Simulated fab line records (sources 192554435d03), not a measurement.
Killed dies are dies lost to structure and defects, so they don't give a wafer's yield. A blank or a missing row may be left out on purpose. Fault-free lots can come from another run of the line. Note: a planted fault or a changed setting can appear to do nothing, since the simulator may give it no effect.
Comparing a struck lot with a sound one    flow n5 finfet    35 steps out of a route of 1938
Sound: the wafers L361.3, L361.5, L361.6. Wafers struck: L365.1, L365.2, L365.3. At the end, the cause is stated.
At each step with rows: each side's tool, then ch and its chambers, then its first start. Under that, the readings that differ: sound wafers    struck wafers    difference of the means    sigmas: that difference in standard deviations of wafers without a fault.
alike: readings whose means differ by less than 2 such deviations, and words and numbers that are the same on both sides. not compared: withheld readings, readings that some wafer has no value for, bounds like >300 that may hide the same value, and numbers for which the record gives no deviation and whose values overlap.
A row with sigmas, a row that says differs or no value, or rows on one side alone: a step with any of these is where the two part. When numbers do not overlap yet have no deviation, they are printed without sigmas and do not part them. A reading missing from all wafers of one side parts the sides only when that side holds two or more wafers.

first, 9 steps without rows for these wafers: N5_STI_FIN_REVEAL_PRECLEAN_18 (cleans in SC2, time 45 s); N5_STI_FIN_REVEAL_SRD_28 (time 30 s); N5_DUMMY_GATE_PRECLEAN_00 (cleans in O3/DIW, time 60 s); N5_DUMMY_GATE_SRD_01 (time 30 s); N5_DUMMY_GATE_ALD_02 (deposits SiO2, target thk 2 nm, pulse time 1 s); N5_DUMMY_GATE_CVD_03 (deposits a-Si from SiH4, target thk 150 nm, time 8042 s); N5_DUMMY_GATE_PRECLEAN_46 (cleans in DIW, time 89.5 s); N5_DUMMY_GATE_SRD_47 (dry time 32 s); N5_DUMMY_GATE_CMP_04 (polishes a-Si).
N5_DUMMY_GATE_HM_DEP_06: deposits SiNx from DCS/NH3, target thk 80 nm, time 5141 s.
  sound on lpcvd-01 ch 0/75,0/84,0/89, day 5 09:42; struck on lpcvd-01 ch 1/15,1/20,1/25, day 6 09:53
reading                                         sound       struck             difference  sigmas
model.SiNx_of_DUMMY_GATE_HM_DEP_06.thk nm (nm)  80 80 80.2  124.8 125.4 124.6  +44.9       
  alike: spike tc bottom C, spike tc top C
then, 24 steps without rows for these wafers: N5_DUMMY_GATE_PECVD_30 (deposits SiO2 from TEOS/O2, target thk 55 nm, time 10.8 s); N5_DUMMY_GATE_COAT_34 (time 60 s, resist thk 60 nm); N5_DUMMY_GATE_COAT_35 (time 60 s, resist thk 10 nm); N5_DUMMY_GATE_COAT_28 (time 60 s, resist thk 10 nm); N5_DUMMY_GATE_COAT_09 (resist thk 30 nm); N5_DUMMY_GATE_EBR_11; N5_DUMMY_GATE_SOFTBAKE_10 (time 60 s); N5_DUMMY_GATE_EXPOSE_12 (exposes mask GATE, target cd 25 nm); N5_DUMMY_GATE_PEB_13 (peb time 60 s); N5_DUMMY_GATE_DEVELOP_14 (develop time 30 s); N5_DUMMY_GATE_DESCUM_20 (chemistry O2, time 6.2 s); N5_DUMMY_GATE_ETCH_29 (etches underlayer in N2/H2, target depth 13 nm); N5_DUMMY_GATE_ETCH_36 (etches SiARC in CF4, target depth 13 nm); N5_DUMMY_GATE_ETCH_37 (etches SOC in N2/H2, target depth 60 nm, overetch 30 nm); N5_DUMMY_GATE_STRIP_38 (strips in N2/H2); N5_DUMMY_GATE_STRIP_39 (strips in N2/H2); N5_DUMMY_GATE_TRIM_49 (chemistry O2, time 29 s, target cd 14 nm); N5_DUMMY_GATE_STRIP_40 (strips in CF4); N5_DUMMY_GATE_ETCH_31 (etches SiO2 in C4F6/O2, target depth 82.5 nm, time 27.5 s); N5_DUMMY_GATE_STRIP_41 (strips in O2); N5_DUMMY_GATE_HM_OPEN_21 (chemistry CH3F/O2, target SiNx, target depth 120 nm, time 171.4 s); N5_DUMMY_GATE_ETCH_32 (etches SiO2 in CF4, target depth 3.5 nm, time 3.9 s); N5_DUMMY_GATE_ETCH_23 (etches poly-Si in HBr/Cl2/O2, target depth 41 nm, time 22.3 s); N5_DUMMY_GATE_ETCH_44 (etches poly-Si in HBr/O2, stops on SiO2, target depth 127.5 nm).
N5_ILD0_CMP_03: polishes, stops on SiNx, t overpolish 1.9 s, target thk 197.38 nm.
  sound on cmp-02 ch 0,1,3, day 6 06:37; struck on cmp-02 ch 0,1,2, day 7 05:31
reading                                         sound       struck             difference  sigmas
model.SiNx_of_DUMMY_GATE_HM_DEP_06.thk nm (nm)  77 77 77.2  121.8 122.4 121.6  +44.9       
  alike: motor current A, overpolish run s, time to endpoint s
  not compared: pad life wafers

## WHERE THEY PART
Nowhere in this record.

WHY: what the simulator had put in
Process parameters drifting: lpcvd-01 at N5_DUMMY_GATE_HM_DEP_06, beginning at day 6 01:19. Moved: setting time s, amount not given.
